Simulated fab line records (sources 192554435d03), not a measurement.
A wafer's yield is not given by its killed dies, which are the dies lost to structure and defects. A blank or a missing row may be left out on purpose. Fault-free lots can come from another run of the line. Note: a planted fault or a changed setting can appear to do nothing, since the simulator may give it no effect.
fab line records    flow n5Finfet
record lots=5  wafers=15  lastDay=18
route steps=1938 shown DUMMY_GATE@236 SPACER0@258 SD_EPI_N@262 BEOL_M4@1111
lots that met no fault: from a run of the same line without faults
startH: hours from the record's opening day to when the first of the lot's shown wafers began    waitH: hours from the lot's prior step to this one    " the same as in the row above    L1.1+2: a single row standing in for several wafers    - no value, or no start was given    * or withheld: withheld    < > ~ a bound
route shown NAME@n: NAME is a module with steps in the file, n the number in the route of the first one    usual: mean/standard deviation of fault-free wafers    same: alike in all rows    chamber/n: place in a boat    sites: per-site readings    _std_site: the values' standard deviation    _edge_site: mean of outer sites minus mean of inner sites    radiusMm: for every site, how far away it sits from the centre of the wafer    mask NAME#n: copy n    behind: tool/chamber where the wafer was last shaped    hold: why the lot went on hold/how many hours it stayed there/how the hold came to an end    device: the transistor (n, p or np) that didn't switch    end of line: at the end of the route, the tests of the same wafers    a step without rows: its recipe alone    killed: count of dies lost to structure and defects at first sort (not the wafer's yield)    map: a wafer's dies, marking killed ones x, the rest . and places with no die _
set.NAME: the setting as run; set.NAME@STEP: as run at that earlier step    model.NAME: the simulator's own value behind a step, which no gauge read
lots seen at some steps along the route; tables by step, rows by wafer
services: when a tool's chamber went out of use (startH, in hours from the record's first day, below 0 if earlier), for how many hours, and the reason
## steps
# step N5_DUMMY_GATE_ETCH_36
# recipe chemistry=CF4  target=SiARC  targetDepthA=130  pressureMtorr=40  sourceW=545  biasW=36  Ar_flow_sccm=100  cf4FlowSccm=100  ionEnergyEv=80
# usual biasW=36.00/0.11  drypumpMotorCurrentA=5.9/0.51  oesProductAu=0.74/0.055  rfVppV=184.2/1.2  showerheadPlenumPTorr=2.16/0.063  throttleValvePct=15.59/0.21
lot.wafer  tool        chamber  startH  waitH  biasW  drypumpMotorCurrentA  oesProductAu  rfHoursCounterH  rfVppV  showerheadPlenumPTorr  throttleValvePct
L259.2     rieDiel-05  0        45.42   0.0    35.86  6.6                   0.78          111              183.7   2.08                   15.27
L259.5     "           2        "       "      36.06  6.6                   0.77          -                184.7   2.14                   15.45
L259.6     "           1        "       "      35.94  5.3                   0.71          -                185.2   2.20                   15.72
L261.1     rieDiel-02  0        57.68   0.0    36.14  5.2                   0.73          193              185.0   2.21                   15.66
L261.2     "           1        "       "      35.88  6.3                   0.87          28               184.3   2.19                   15.22
L261.3     "           2        "       "      35.97  5.9                   0.72          202              182.7   2.05                   15.56
L272.1     rieDiel-05  2        130.35  0.0    35.94  6.6                   0.76          140              184.6   2.13                   15.51
L272.3     "           2        "       "      36.08  6.6                   0.77          -                184.9   2.13                   15.49
L272.5     "           1        "       "      36.11  5.3                   0.70          -                184.6   2.19                   15.77
L278.1     rieDiel-05  1        164.02  0.0    35.95  5.3                   0.68          241              185.4   2.19                   15.79
L278.3     "           2        "       "      35.94  6.6                   0.74          151              184.8   2.13                   15.53
L278.4     "           0        "       "      35.97  6.6                   0.74          148              182.9   2.07                   15.35
L282.2     rieDiel-02  2        183.59  0.0    36.10  5.9                   0.68          239              181.8   2.04                   15.63
L282.5     "           1        "       "      36.01  6.3                   0.82          -                184.8   2.18                   15.26
L282.6     "           0        "       "      36.11  5.2                   0.70          -                185.2   2.20                   15.74
# step N5_DUMMY_GATE_ETCH_37
# recipe chemistry=N2/H2  target=SOC  targetDepthA=600  overetchA=300  tempC=40  ionEnergyEv=200  pressureMtorr=30  sourceW=840  biasW=150  n2FlowSccm=200  h2FlowSccm=200
# usual biasW=150.0/0.46  drypumpMotorCurrentA=5.9/0.51  h2FlowSccm=199.9/0.63  n2FlowSccm=200.0/0.56  oesProductAu=0.59/0.039  rfVppV=524.3/2.4  showerheadPlenumPTorr=2.56/0.09  throttleValvePct=17.76/0.19
lot.wafer  tool        chamber  startH  waitH  biasW  drypumpMotorCurrentA  h2FlowSccm  n2FlowSccm  oesProductAu  rfHoursCounterH  rfVppV  showerheadPlenumPTorr  throttleValvePct
L259.2     rieDiel-05  0        45.46   0.0    150.3  6.6                   199.9       200.1       0.63          111              522.1   2.47                   17.55
L259.5     "           2        "       "      149.4  6.6                   200.0       199.4       0.63          -                524.9   2.55                   17.73
L259.6     "           1        "       "      150.9  5.3                   199.7       200.0       0.57          -                526.6   2.62                   17.84
L261.1     rieDiel-02  0        57.72   0.0    149.7  5.2                   199.6       199.8       0.58          193              527.1   2.61                   17.63
L261.2     "           1        "       "      150.1  6.3                   198.9       200.0       0.69          28               525.8   2.62                   17.54
L261.3     "           2        "       "      150.0  5.9                   199.3       200.2       0.58          202              519.5   2.40                   17.60
L272.1     rieDiel-05  2        130.41  0.0    149.9  6.6                   200.0       199.8       0.61          140              524.3   2.54                   17.75
L272.3     "           2        "       "      149.8  6.6                   200.5       199.9       0.61          -                523.6   2.54                   17.77
L272.5     "           1        "       "      149.8  5.3                   200.1       199.7       0.56          -                526.6   2.61                   17.88
L278.1     rieDiel-05  1        164.06  0.0    150.5  5.3                   200.0       199.8       0.55          241              525.6   2.60                   17.90
L278.3     "           2        "       "      150.0  6.7                   200.8       199.8       0.60          151              524.8   2.53                   17.79
L278.4     "           0        "       "      149.8  6.6                   200.1       200.6       0.60          148              522.0   2.45                   17.62
L282.2     rieDiel-02  2        183.63  0.0    149.5  5.9                   199.0       200.1       0.56          239              519.1   2.39                   17.66
L282.5     "           1        "       "      149.7  6.3                   200.2       200.5       0.65          -                525.0   2.60                   17.61
L282.6     "           0        "       "      149.9  5.2                   200.0       199.7       0.57          -                526.3   2.60                   17.69
# step N5_DUMMY_GATE_STRIP_38
# recipe chemistry=N2/H2  tempC=40  n2FlowSccm=200  h2FlowSccm=200  rfFrequencyHz=6e+07
# step N5_DUMMY_GATE_STRIP_39
# recipe chemistry=N2/H2  tempC=40  n2FlowSccm=200  h2FlowSccm=200  rfFrequencyHz=6e+07
# step N5_DUMMY_GATE_TRIM_49
# recipe chemistry=O2  resist=SOC  timeS=29  targetCdNm=14  sourcePowerW=300  biasPowerW=0  O2_flow_sccm=100  tempC=20
# step N5_DUMMY_GATE_STRIP_40
# recipe chemistry=CF4  resist=SiARC  powerW=300  biasPowerW=75  pressureMtorr=50  cf4FlowSccm=150  rfFrequencyHz=6e+07
# step N5_DUMMY_GATE_CD_MEAS_50
# recipe targetCdNm=14
# usual cdNm=14.1/0.58
lot.wafer  tool      chamber  startH  waitH  cdNm
L259.2     cdSem-03  -        45.71   0.0    13.9
L259.5     "         -        "       "      12.8
L259.6     "         -        "       "      14.2
L261.1     cdSem-02  -        57.97   0.0    14.3
L261.2     "         -        "       "      13.9
L261.3     "         -        "       "      14.1
L272.1     cdSem-01  -        130.68  0.0    13.8
L272.3     "         -        "       "      13.5
L272.5     "         -        "       "      14.2
L278.1     cdSem-01  -        164.28  0.0    14.5
L278.3     "         -        "       "      13.5
L278.4     "         -        "       "      14.2
L282.2     cdSem-01  -        183.87  0.0    15.2
L282.5     "         -        "       "      14.2
L282.6     "         -        "       "      15.1
# step N5_DUMMY_GATE_ETCH_31
# recipe chemistry=C4F6/O2  target=SiO2  maskMaterial=SOC  targetDepthA=825  timeS=27.5  ionEnergyEv=250  pressureMtorr=30  sourceW=345  biasW=185  Ar_flow_sccm=300  C4F6_flow_sccm=10  O2_flow_sccm=10
# step N5_DUMMY_GATE_STRIP_41
# recipe chemistry=O2  powerW=400  tempC=40  pressureMtorr=30  rfFrequencyHz=6e+07  biasPowerW=0  overashFraction=0.3  o2FlowSccm=225
# step N5_DUMMY_GATE_HM_OPEN_21
# recipe chemistry=CH3F/O2  target=SiNx  targetDepthA=1200  Ar_flow_sccm=150  CH3F_flow_sccm=30  O2_flow_sccm=23  timeS=171.4  pressureMtorr=30  sourceW=395  biasW=73  ionEnergyEv=120.7
# step N5_DUMMY_GATE_ETCH_32
# recipe chemistry=CF4  target=SiO2  targetDepthA=35  timeS=3.9  ionEnergyEv=350  pressureMtorr=10  icpW=800  biasW=400  cf4FlowSccm=80
# step N5_DUMMY_GATE_ETCH_23
# recipe chemistry=HBr/Cl2/O2  HBr_flow_sccm=150  Cl2_flow_sccm=80  O2_flow_sccm=12  biasW=102  targetDepthA=410  timeS=22.3  target=poly-Si  maskMaterial=SiO2  pressureMtorr=10  icpW=800
# step N5_DUMMY_GATE_ETCH_44
# recipe chemistry=HBr/O2  overEtchFrac=0.7  targetDepthA=1275  stopOn=SiO2  ionEnergyEv=60  biasW=20  target=poly-Si  maskMaterial=SiO2  pressureMtorr=20  icpW=400  HBr_flow_sccm=120  O2_flow_sccm=10
# usual biasW=20.00/0.059  drypumpMotorCurrentA=5.6/0.31  oesProductAu=0.728/0.013  throttleValvePct=18.5/0.3
lot.wafer  tool      chamber  startH  waitH  biasW  drypumpMotorCurrentA  oesProductAu  rfHoursCounterH  throttleValvePct
L259.2     rieSi-04  2        46.17   0.0    20.02  5.0                   0.751         25               18.7
L259.5     "         2        "       "      19.96  5.0                   0.732         -                18.6
L259.6     "         3        "       "      19.96  5.5                   0.739         -                18.2
L261.1     rieSi-04  2        58.36   0.0    19.99  5.0                   0.729         25               18.6
L261.2     "         1        "       "      19.99  5.8                   0.718         7                18.1
L261.3     "         3        "       "      19.97  5.4                   0.731         4                18.2
L272.1     rieSi-04  3        131.10  0.0    19.91  5.5                   0.728         5                18.3
L272.3     "         0        "       "      19.99  5.8                   0.730         76               18.2
L272.5     "         3        "       "      19.87  5.4                   0.740         -                18.2
L278.1     rieSi-04  2        164.67  0.0    20.01  5.0                   0.745         27               18.7
L278.3     "         1        "       "      19.90  5.8                   0.727         9                18.1
L278.4     "         0        "       "      19.96  5.7                   0.753         77               18.2
L282.2     rieSi-05  0        184.25  0.0    20.02  6.0                   0.713         144              19.0
L282.5     "         3        "       "      20.02  5.1                   0.744         -                18.4
L282.6     "         2        "       "      20.00  5.8                   0.715         -                19.1
# step N5_DUMMY_GATE_CD_MEAS_24
# recipe targetCdNm=15
# usual cdNm=15.0/0.61
lot.wafer  tool      chamber  startH  waitH  cdNm
L259.2     cdSem-02  -        46.28   0.1    14.6
L259.5     "         -        "       "      14.0
L259.6     "         -        "       "      14.3
L261.1     cdSem-01  -        58.47   0.1    14.9
L261.2     "         -        "       "      14.9
L261.3     "         -        "       "      14.5
L272.1     cdSem-03  -        131.21  0.1    14.5
L272.3     "         -        "       "      13.9
L272.5     "         -        "       "      15.0
L278.1     cdSem-01  -        164.78  0.1    15.1
L278.3     "         -        "       "      14.6
L278.4     "         -        "       "      15.1
L282.2     cdSem-01  -        184.37  0.1    16.0
L282.5     "         -        "       "      14.9
L282.6     "         -        "       "      16.2
# step N5_DUMMY_GATE_ETCH_42
# recipe chemistry=CHF3/O2  target=SiO2  targetDepthA=35  timeS=31  ionEnergyEv=30  biasW=12  pressureMtorr=30  sourceW=600  Ar_flow_sccm=200  CHF3_flow_sccm=50  O2_flow_sccm=5
# step N5_DUMMY_GATE_STRIP_48
# recipe chemistry=N2/H2  timeS=20  powerW=100  tempC=40  pressureMtorr=100  rfFrequencyHz=6e+07  biasPowerW=3  n2FlowSccm=300  h2FlowSccm=300
# usual drypumpMotorCurrentA=5.8/0.57  h2FlowSccm=300.0/0.88  n2FlowSccm=300.2/0.91  oesProductAu=0.74/0.061  rfVppV=45.3/0.82  showerheadPlenumPTorr=3.42/0.097  throttleValvePct=12.29/0.22
lot.wafer  tool        chamber  startH  waitH  drypumpMotorCurrentA  h2FlowSccm  n2FlowSccm  oesProductAu  rfHoursCounterH  rfVppV  showerheadPlenumPTorr  throttleValvePct
L259.2     rieDiel-02  1        46.46   0.0    6.3                   298.1       300.2       0.90          24               46.0    3.48                   11.86
L259.5     "           0        "       "      5.2                   299.3       301.2       0.73          -                46.6    3.47                   12.16
L259.6     "           3        "       "      6.2                   300.7       300.2       0.69          -                43.8    3.52                   12.26
L261.1     rieDiel-03  3        58.58   0.0    4.9                   298.8       301.6       0.76          135              46.5    3.52                   12.22
L261.2     "           2        "       "      6.0                   300.5       300.5       0.69          227              45.8    3.48                   12.66
L261.3     "           1        "       "      5.4                   300.3       301.5       0.77          136              44.8    3.36                   12.30
L272.1     rieDiel-03  1        131.31  0.0    5.3                   299.3       300.8       0.76          158              43.9    3.35                   12.36
L272.3     "           3        "       "      4.8                   301.0       300.4       0.74          154              45.7    3.51                   12.25
L272.5     "           1        "       "      5.4                   299.3       301.2       0.76          -                45.4    3.35                   12.35
L278.1     rieDiel-02  3        164.90  0.0    6.3                   299.1       298.9       0.68          224              43.9    3.50                   12.35
L278.3     "           0        "       "      5.2                   300.2       300.0       0.71          224              46.1    3.45                   12.25
L278.4     "           2        "       "      5.9                   300.6       299.7       0.71          234              44.8    3.18                   12.22
L282.2     rieDiel-05  3        184.46  0.0    5.8                   300.0       299.8       0.70          169              45.7    3.51                   12.46
L282.5     "           3        "       "      5.8                   301.2       298.5       0.70          -                45.5    3.51                   12.45
L282.6     "           2        "       "      6.7                   301.8       299.6       0.76          -                44.0    3.36                   12.21
# step N5_DUMMY_GATE_PRECLEAN_33
# recipe chemistry=dHF  timeS=10  dilution=750:1  tempC=25
# step N5_DUMMY_GATE_PRECLEAN_25
# recipe chemistry=O3/DIW  timeS=45  tempC=22  o3Ppm=10
# step N5_DUMMY_GATE_PRECLEAN_51
# recipe chemistry=SC2  timeS=45  tempC=35  mix=1:1:50
# step N5_DUMMY_GATE_SRD_26
# recipe dry=ipaMarangoni  timeS=30  tempC=23  rinseLiquid=diw
# step N5_DUMMY_GATE_UV_OZONE_45
# recipe timeS=120  pressureTorr=760  tempC=25
# step N5_DUMMY_GATE_INSPECT_27
# recipe inspectInstrument=brightfield  mode=aei
# usual rawDefectCount=284/67
lot.wafer  tool              chamber  startH  waitH  rawDefectCount
L259.2     defectInspect-02  -        46.65   0.0    256
L259.5     "                 -        "       "      256
L259.6     "                 -        "       "      328
L261.1     defectInspect-02  -        58.77   0.0    411
L261.2     "                 -        "       "      327
L261.3     "                 -        "       "      485
L272.1     defectInspect-01  -        131.49  0.0    325
L272.3     "                 -        "       "      247
L272.5     "                 -        "       "      372
L278.1     defectInspect-02  -        165.08  0.0    170
L278.3     "                 -        "       "      221
L278.4     "                 -        "       "      302
L282.2     defectInspect-01  -        184.65  0.0    262
L282.5     "                 -        "       "      265
L282.6     "                 -        "       "      316
# step N5_SPACER0_ALD_07
# recipe material=SiNx  targetThkA=20  tempC=400  aldPrecursorFamily=SiH2I2  aldCoReactant=N2/H2-plasma  pressureTorr=2
# step N5_SPACER0_ALD_00
# recipe material=SiOCN  targetThkA=35  tempC=400  aldPrecursorFamily=alkyl-aminosilane  aldCoReactant=O2/N2-plasma  pulseTimeS=3  purgeTimeS=2  coReactantPurgeTimeS=2  aldCycles=58  pressureTorr=2
# usual heaterPowerW=860/80  precursorPulseHeightRel=0.999/0.021
lot.wafer  tool       chamber  startH  waitH  heaterPowerW  precursorPulseHeightRel
L259.2     aldSin-03  3        46.84   0.1    708           1.009
L259.5     "          0        "       "      908           0.984
L259.6     "          1        "       "      868           0.995
L261.1     aldSin-02  3        58.96   0.1    981           1.027
L261.2     "          0        "       "      959           0.998
L261.3     "          1        "       "      877           0.986
L272.1     aldSin-02  1        131.68  0.1    914           0.991
L272.3     "          3        "       "      980           1.014
L272.5     "          3        "       "      1003          0.975
L278.1     aldSin-02  3        165.32  0.1    1003          0.998
L278.3     "          2        "       "      729           0.968
L278.4     "          1        "       "      921           1.010
L282.2     aldSin-03  3        185.75  0.1    761           1.023
L282.5     "          2        "       "      828           1.040
L282.6     "          1        "       "      825           0.980
# step N5_SPACER0_ALD_08
# recipe material=SiNx  targetThkA=20  tempC=400  aldPrecursorFamily=SiH2I2  aldCoReactant=N2/H2-plasma  pressureTorr=2
# step N5_SPACER0_INSPECT_04
# recipe inspectInstrument=darkfield  mode=postDep
# usual rawDefectCount=131/28
lot.wafer  tool              chamber  startH  waitH  rawDefectCount
L259.2     defectInspect-01  -        47.25   0.1    110
L259.5     "                 -        "       "      131
L259.6     "                 -        "       "      136
L261.1     defectInspect-01  -        59.38   0.1    157
L261.2     "                 -        "       "      132
L261.3     "                 -        "       "      187
L272.1     defectInspect-02  -        132.10  0.1    159
L272.3     "                 -        "       "      140
L272.5     "                 -        "       "      199
L278.1     defectInspect-02  -        165.74  0.1    132
L278.3     "                 -        "       "      108
L278.4     "                 -        "       "      161
L282.2     defectInspect-02  -        186.16  0.1    143
L282.5     "                 -        "       "      92
L282.6     "                 -        "       "      136
# step N5_SD_EPI_N_COAT_32
# recipe resist=SOC  tempC=250  timeS=60  spinRpm=1500  resistThkNm=350
# step N5_SD_EPI_N_COAT_33
# recipe resist=SiARC  tempC=220  timeS=60  spinRpm=1500  resistThkNm=35
# step N5_SD_EPI_N_COAT_03
# recipe resist=CAR-ArF-block  spinRpm=1500  resistThkNm=150
# step N5_SD_EPI_N_EBR_05
# recipe solvent=PGMEA  ebrWidthMm=1.5
# step N5_SD_EPI_N_SOFTBAKE_04
# recipe tempC=110  timeS=60  resist=CAR-ArF-block
# step N5_SD_EPI_N_EXPOSE_06
# recipe maskId=SD_N_BLK  na=1.35  sourceShape=conventional  sigmaOuter=0.8  polarization=unpolarized  targetCdNm=120  doseMj=39.75
# step N5_SD_EPI_N_PEB_07
# recipe pebTempC=110  pebTimeS=60  resist=CAR-ArF-block
# step N5_SD_EPI_N_DEVELOP_08
# recipe developTimeS=30  developer=TMAH  resist=CAR-ArF-block  devTempC=23  rinseLiquid=diw  dry=airSpin
# step N5_SD_EPI_N_CD_MEAS_09
# recipe targetCdNm=120  landingEnergyEv=500  detector=seInlens
# usual cdNm=120.0/1.2
lot.wafer  tool      chamber  startH  waitH  cdNm
L259.2     cdSem-02  0        47.65   -      120.4
L259.5     "         0        "       "      121.1
L259.6     "         0        "       "      120.6
L261.1     cdSem-01  0        59.77   -      116.2
L261.2     "         0        "       "      118.6
L261.3     "         0        "       "      117.6
L272.1     cdSem-01  0        132.37  -      122.0
L272.3     "         0        "       "      121.3
L272.5     "         0        "       "      120.7
L278.1     cdSem-01  0        166.14  -      122.9
L278.3     "         0        "       "      122.6
L278.4     "         0        "       "      121.4
L282.2     cdSem-02  0        186.56  -      120.7
L282.5     "         0        "       "      121.6
L282.6     "         0        "       "      119.8
# step N5_SD_EPI_N_OVL_MEAS_10
# recipe pointsPerWafer=44
# usual SD_N_BLK_OVL=0.4/0.66
lot.wafer  tool        chamber  startH  waitH  SD_N_BLK_OVL[nm]
L259.2     overlay-01  0        47.68   0.0    -0.5
L259.5     "           0        "       "      0.6
L259.6     "           0        "       "      -1.3
L261.1     overlay-01  0        59.80   0.0    -0.2
L261.2     "           0        "       "      0.9
L261.3     "           0        "       "      -0.2
L272.1     overlay-01  0        132.40  0.0    0.6
L272.3     "           0        "       "      0.8
L272.5     "           0        "       "      1.1
L278.1     overlay-02  0        166.17  0.0    -0.1
L278.3     "           0        "       "      -0.4
L278.4     "           0        "       "      1.1
L282.2     overlay-01  0        186.59  0.0    1.6
L282.5     "           0        "       "      0.4
L282.6     "           0        "       "      1.1
# step N5_SD_EPI_N_INSPECT_11
# recipe mode=adi  inspectInstrument=macro
# usual rawDefectCount=2.1/1.5
lot.wafer  tool              chamber  startH  waitH  rawDefectCount
L259.2     defectInspect-02  -        47.70   0.0    6
L259.5     "                 -        "       "      2
L259.6     "                 -        "       "      3
L261.1     defectInspect-01  -        59.83   0.0    2
L261.2     "                 -        "       "      1
L261.3     "                 -        "       "      2
L272.1     defectInspect-02  -        132.43  0.0    1
L272.3     "                 -        "       "      1
L272.5     "                 -        "       "      3
L278.1     defectInspect-01  -        166.19  0.0    2
L278.3     "                 -        "       "      2
L278.4     "                 -        "       "      4
L282.2     defectInspect-01  -        186.62  0.0    0
L282.5     "                 -        "       "      1
L282.6     "                 -        "       "      3
# step N5_SD_EPI_N_DESCUM_14
# recipe chemistry=O2  timeS=7.9  sourcePowerW=50  biasPowerW=20  pressureMtorr=20  rfFrequencyHz=2.712e+07  tempC=40  resist=CAR-ArF-block  o2FlowSccm=225
# usual drypumpMotorCurrentA=5.7/0.4  oesProductAu=0.80/0.086  rfVppV=243.2/1.3  showerheadPlenumPTorr=2.09/0.069  throttleValvePct=20.34/0.21
lot.wafer  tool        chamber  startH  waitH  drypumpMotorCurrentA  oesProductAu  rfHoursCounterH  rfVppV  showerheadPlenumPTorr  throttleValvePct  model.SD_EPI_N.cdNm
L259.2     rieDiel-04  0        47.82   0.1    6.0                   0.83          74               242.4   2.02                   20.01             120.8
L259.5     "           2        "       "      6.0                   0.75          -                242.2   2.11                   20.18             121.2
L259.6     "           3        "       "      5.1                   0.88          -                241.6   2.04                   20.41             120.4
L261.1     rieDiel-04  2        59.86   0.0    6.0                   0.75          149              242.5   2.11                   20.19             116.8
L261.2     "           0        "       "      6.0                   0.82          80               242.6   2.01                   20.03             118.4
L261.3     "           1        "       "      5.9                   0.70          201              244.0   2.16                   20.63             117.6
L272.1     rieDiel-01  1        132.46  0.0    5.3                   0.72          237              243.5   2.04                   20.57             121.6
L272.3     "           3        "       "      6.1                   0.70          234              244.2   2.04                   20.45             121
L272.5     "           1        "       "      5.3                   0.73          -                242.5   2.04                   20.57             120.6
L278.1     rieDiel-06  1        166.47  0.3    6.3                   0.89          20               245.2   2.24                   20.35             122.8
L278.3     "           2        "       "      5.8                   0.84          59               243.9   2.10                   20.09             122.8
L278.4     "           3        "       "      5.1                   0.91          45               243.1   2.06                   20.46             121.4
L282.2     rieDiel-06  2        186.65  0.0    5.8                   0.84          66               243.0   2.10                   20.09             120.4
L282.5     "           0        "       "      5.2                   0.72          -                243.9   2.14                   20.01             121.6
L282.6     "           3        "       "      5.0                   0.90          -                242.9   2.06                   20.49             119.6
# step N5_SD_EPI_N_ETCH_34
# recipe chemistry=CF4  target=SiARC  targetDepthA=455  maskMaterial=CAR-ArF-block  timeS=75.8  ionEnergyEv=80  pressureMtorr=40  sourceW=545  biasW=36  Ar_flow_sccm=100  cf4FlowSccm=100  ends=cleared
# usual biasW=36.00/0.098  drypumpMotorCurrentA=5.7/0.41  etchRfOnTimeS=75.3/2.2  oesProductAu=0.68/0.075  rfVppV=184.0/1.2  showerheadPlenumPTorr=2.14/0.062  throttleValvePct=15.54/0.19
lot.wafer  tool        chamber  startH  waitH  biasW  drypumpMotorCurrentA  etchRfOnTimeS  oesProductAu  rfHoursCounterH  rfVppV  showerheadPlenumPTorr  throttleValvePct  model.SD_EPI_N.cdNm
L259.2     rieDiel-04  0        47.86   0.0    36.01  6.0                   75.6           0.71          74               182.6   2.10                   15.34             120.8
L259.5     "           2        "       "      36.02  6.0                   77.4           0.64          -                184.3   2.15                   15.38             121.2
L259.6     "           3        "       "      35.98  5.1                   76.8           0.74          -                183.7   2.08                   15.50             120.4
L261.1     rieDiel-04  2        59.90   0.0    36.04  6.0                   77.3           0.63          149              185.6   2.15                   15.38             116.8
L261.2     "           0        "       "      36.07  6.0                   76.0           0.71          80               183.5   2.10                   15.35             118.4
L261.3     "           1        "       "      36.07  5.8                   75.9           0.60          201              183.0   2.21                   15.81             117.8
L272.1     rieDiel-01  1        132.50  0.0    36.10  5.3                   72.2           0.61          237              182.0   2.11                   15.94             121.8
L272.3     "           3        "       "      35.96  6.2                   74.3           0.60          234              183.3   2.11                   15.72             120.6
L272.5     "           1        "       "      35.93  5.4                   72.7           0.61          -                182.6   2.11                   15.94             120.6
L278.1     rieDiel-06  1        166.51  0.0    36.06  6.4                   72.8           0.79          20               186.5   2.26                   15.37             122.8
L278.3     "           2        "       "      35.93  5.8                   69.4           0.76          59               184.4   2.18                   15.47             123.2
L278.4     "           3        "       "      36.06  5.1                   76.8           0.73          45               184.3   2.10                   15.58             121.6
L282.2     rieDiel-06  2        186.69  0.0    36.20  5.8                   69.7           0.76          66               183.5   2.17                   15.49             120.8
L282.5     "           0        "       "      35.98  5.2                   76.0           0.61          -                186.1   2.21                   15.49             121.6
L282.6     "           3        "       "      35.98  5.0                   77.1           0.72          -                181.8   2.09                   15.58             119.6
# step N5_SD_EPI_N_ETCH_35
# recipe chemistry=N2/H2  target=SOC  overetchA=1080  maskMaterial=SiARC  tempC=40  ionEnergyEv=100  sourceW=3000  biasW=133  pressureMtorr=20  timeS=486  n2FlowSccm=200  h2FlowSccm=200
# usual biasW=132.9/0.4  drypumpMotorCurrentA=5.7/0.41  h2FlowSccm=200.1/0.6  n2FlowSccm=199.9/0.63  oesProductAu=0.71/0.074  rfVppV=240.7/1.3  showerheadPlenumPTorr=2.54/0.082  throttleValvePct=23.8/0.37
lot.wafer  tool        chamber  startH  waitH  biasW  drypumpMotorCurrentA  h2FlowSccm  n2FlowSccm  oesProductAu  rfHoursCounterH  rfVppV  showerheadPlenumPTorr  throttleValvePct
L259.2     rieDiel-04  0        47.92   0.0    133.9  6.0                   200.2       199.7       0.75          74               240.6   2.47                   23.6
L259.5     "           2        "       "      132.9  6.0                   201.0       200.5       0.68          -                242.0   2.54                   23.5
L259.6     "           3        "       "      132.8  5.2                   200.7       200.4       0.79          -                239.9   2.47                   23.7
L261.1     rieDiel-04  2        59.95   0.0    133.3  6.0                   201.1       198.9       0.68          149              241.0   2.54                   23.5
L261.2     "           0        "       "      132.9  5.9                   200.3       199.8       0.74          80               238.3   2.47                   23.6
L261.3     "           1        "       "      132.3  5.9                   200.6       200.3       0.63          201              242.3   2.64                   24.3
L272.1     rieDiel-01  1        132.55  0.0    132.9  5.3                   199.5       200.3       0.63          237              240.2   2.50                   24.1
L272.3     "           3        "       "      132.8  6.1                   199.7       200.0       0.63          234              240.7   2.52                   24.6
L272.5     "           1        "       "      133.2  5.4                   199.7       200.2       0.63          -                240.1   2.49                   24.1
L278.1     rieDiel-06  1        166.56  0.0    133.3  6.4                   199.5       199.4       0.81          20               241.9   2.71                   23.5
L278.3     "           2        "       "      132.9  5.8                   200.4       200.0       0.76          59               241.3   2.58                   23.6
L278.4     "           3        "       "      132.9  5.1                   199.3       200.1       0.77          45               239.6   2.48                   23.8
L282.2     rieDiel-06  2        186.74  0.0    132.5  5.8                   200.6       199.5       0.76          66               239.6   2.57                   23.6
L282.5     "           0        "       "      133.1  5.2                   200.0       200.4       0.63          -                241.1   2.62                   23.4
L282.6     "           3        "       "      132.9  5.0                   199.1       200.4       0.76          -                239.6   2.48                   23.8
# step N5_BEOL_M4_RC_MEAS_101
# usual DIBL_N=36.4/2.7  DIBL_P=36/3.2  IOFF_N=0.16/0.046  IOFF_P=0.21/0.055  ION_N=677/15  ION_P=464/11  SS_N=71.5/0.79  SS_P=73.3/0.93  VT_N=250/4.1  VT_P=-251/4.4
lot.wafer  tool       chamber  startH  waitH  DIBL_N[mV/V]  DIBL_P[mV/V]  IOFF_N[nA/um]  IOFF_P[nA/um]  ION_N[uA/um]  ION_P[uA/um]  SS_N[mV/dec]  SS_P[mV/dec]  VT_N[mV]  VT_P[mV]
L259.2     prober-01  0        164.38  0.4    35.9          38            0.16           0.28           673           470           71.6          73.6          248       -246
L259.5     "          0        "       "      39.3          40            0.23           0.33           679           470           72.7          74.6          245       -243
L259.6     "          0        "       "      35.1          36            0.14           0.26           666           472           71.6          74.2          252       -245
L261.1     prober-02  0        200.77  0.0    38.9          38            0.21           0.26           679           470           71.8          74.6          243       -248
L261.2     "          0        "       "      38.8          40            0.22           0.28           704           480           72.2          74.1          242       -247
L261.3     "          0        "       "      41.6          41            0.27           0.29           700           471           72.8          74.8          243       -245
L272.1     prober-01  0        263.35  0.0    38.0          41            0.18           0.25           672           468           72.4          74.0          250       -250
L272.3     "          0        "       "      39.4          42            0.23           0.27           703           481           73.0          74.3          247       -248
L272.5     "          0        "       "      36.7          39            0.17           0.23           686           469           71.8          74.1          250       -251
L278.1     prober-02  0        293.05  0.0    38.5          38            0.19           0.24           681           463           71.5          73.9          248       -248
L278.3     "          0        "       "      38.0          38            0.19           0.26           679           471           72.1          74.8          245       -246
L278.4     "          0        "       "      35.7          35            0.15           0.19           672           455           70.2          73.6          251       -250
L282.2     prober-01  0        319.60  0.2    35.0          35            0.14           0.15           662           449           71.4          72.9          252       -256
L282.5     "          0        "       "      36.2          36            0.15           0.15           667           447           72.0          73.0          251       -257
L282.6     "          0        "       "      29.7          30            0.07           0.10           631           438           70.5          71.5          260       -263
## services
tool        chamber  startH  hours  kind
rieDiel-04  1        22.90   8.3    repair
rieSi-05    3        25.72   4.7    repair
rieDiel-02  1        29.54   7.5    repair
rieSi-04    -        33.20   0.2    repair
rieDiel-02  2        33.44   10.3   repair
rieSi-05    1        49.77   1.1    repair
rieDiel-04  1        51.36   4.4    repair
aldSin-02   2        56.64   15.4   repair
aldSin-03   0        59.46   1.5    repair
rieDiel-03  3        60.59   9.6    repair
rieSi-05    -        82.59   10.0   pm
rieDiel-02  0        83.16   3.2    repair
aldSin-03   -        85.37   14.0   pm
rieDiel-05  3        120.53  12.2   repair
rieDiel-04  3        122.87  3.9    repair
rieDiel-04  -        126.60  2.8    pm
rieDiel-05  0        130.14  5.3    repair
aldSin-02   2        130.82  3.4    repair
rieDiel-01  -        144.78  4.3    pm
rieDiel-02  -        145.77  0.3    repair
rieSi-05    3        170.39  8.0    repair
rieDiel-06  3        173.08  5.7    repair
aldSin-02   -        177.38  14.0   pm
rieDiel-04  3        185.80  9.3    repair
## key
firstSign none at tools or gauges
modelEffect step=N5_SD_EPI_N_DESCUM_14  value=SD_EPI_N.cdNm  without=119.4  struck=121.4
modelEffect step=N5_SD_EPI_N_ETCH_34  value=SD_EPI_N.cdNm  without=119.4  struck=121.6
metAt N5_DUMMY_GATE_ETCH_44
struckWafers L278.4
sortLeftOut L278.4
loopTrim step=N5_SD_EPI_N_EXPOSE_06  setting=dose  lots=L278
onsetBetween 131.10 164.67
fault kind=processParameterDrift  tool=rieSi-04  chamber=0  onsetH=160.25  steps=N5_DUMMY_GATE_ETCH_44  channel=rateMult  offset=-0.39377  shape=step  endH=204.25
# sortLeftOut: the simulated sort isn't trusted on such a fault, so these wafers' sort isn't shown, and their yield isn't known
# loopTrim: a control loop set the setting to another value than it would have without faults
